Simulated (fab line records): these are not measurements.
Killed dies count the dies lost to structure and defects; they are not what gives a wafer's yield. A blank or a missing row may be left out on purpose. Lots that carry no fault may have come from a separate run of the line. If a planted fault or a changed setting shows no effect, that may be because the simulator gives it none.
Matching of chambers / flow n5-finfet / N5_BEOL_M14_STRIP_37 on rie-diel-03: 4 sister chambers
The step strips in O2. 4 wafers are shown with their chamber, then 11 later ones without.

== EACH WAFER AND ITS CHAMBER ==
wafer=L083.4; chamber=1; showerhead-plenum-p-Torr (Torr)=2.13
wafer=L090.3; chamber=2; showerhead-plenum-p-Torr (Torr)=2.00
wafer=L090.5; chamber=0; showerhead-plenum-p-Torr (Torr)=2.24
wafer=L093.1; chamber=3; showerhead-plenum-p-Torr (Torr)=2.14

== WAFERS MISSING THEIR CHAMBER ==
wafer=L093.4; showerhead-plenum-p-Torr (Torr)=2.00
wafer=L093.6; showerhead-plenum-p-Torr (Torr)=2.00
wafer=L095.2; showerhead-plenum-p-Torr (Torr)=2.14
wafer=L095.5; showerhead-plenum-p-Torr (Torr)=2.12
wafer=L095.6; showerhead-plenum-p-Torr (Torr)=2.23
wafer=L096.2; showerhead-plenum-p-Torr (Torr)=2.14
wafer=L096.4; showerhead-plenum-p-Torr (Torr)=2.00
wafer=L096.5; showerhead-plenum-p-Torr (Torr)=2.23
wafer=L097.2; showerhead-plenum-p-Torr (Torr)=2.14
wafer=L097.3; showerhead-plenum-p-Torr (Torr)=2.23
wafer=L097.6; showerhead-plenum-p-Torr (Torr)=2.14

== THE CHAMBER EACH PASSED THROUGH ==
wafer=L093.4; from the rows above=2; in truth=2
wafer=L093.6; from the rows above=2; in truth=2
wafer=L095.2; from the rows above=can't be placed: 3 or 1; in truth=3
wafer=L095.5; from the rows above=can't be placed: 1 or 3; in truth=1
wafer=L095.6; from the rows above=0; in truth=0
wafer=L096.2; from the rows above=can't be placed: 3 or 1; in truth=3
wafer=L096.4; from the rows above=2; in truth=2
wafer=L096.5; from the rows above=0; in truth=0
wafer=L097.2; from the rows above=can't be placed: 3 or 1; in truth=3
wafer=L097.3; from the rows above=0; in truth=0
wafer=L097.6; from the rows above=can't be placed: 3 or 1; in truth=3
6 of 11 placed correctly. From these rows, 5 cannot be placed; in 5 the true chamber is one of the candidates. Number placed wrongly: 0.
How it was worked out, from the rows above alone: a wafer's distance from a chamber is the root of the sum, over the readings, of the square of ((its reading less the chamber's mean) divided by the reading's scatter). If the next closest chamber is less than 2 further off than the closest, the wafer can't be placed; otherwise it belongs to the closest. The mean given for a chamber averages the wafers shown for that chamber. The scatter: with one shown wafer a chamber, the root of the mean of the squares of how far each hidden wafer lies from its nearest shown one.
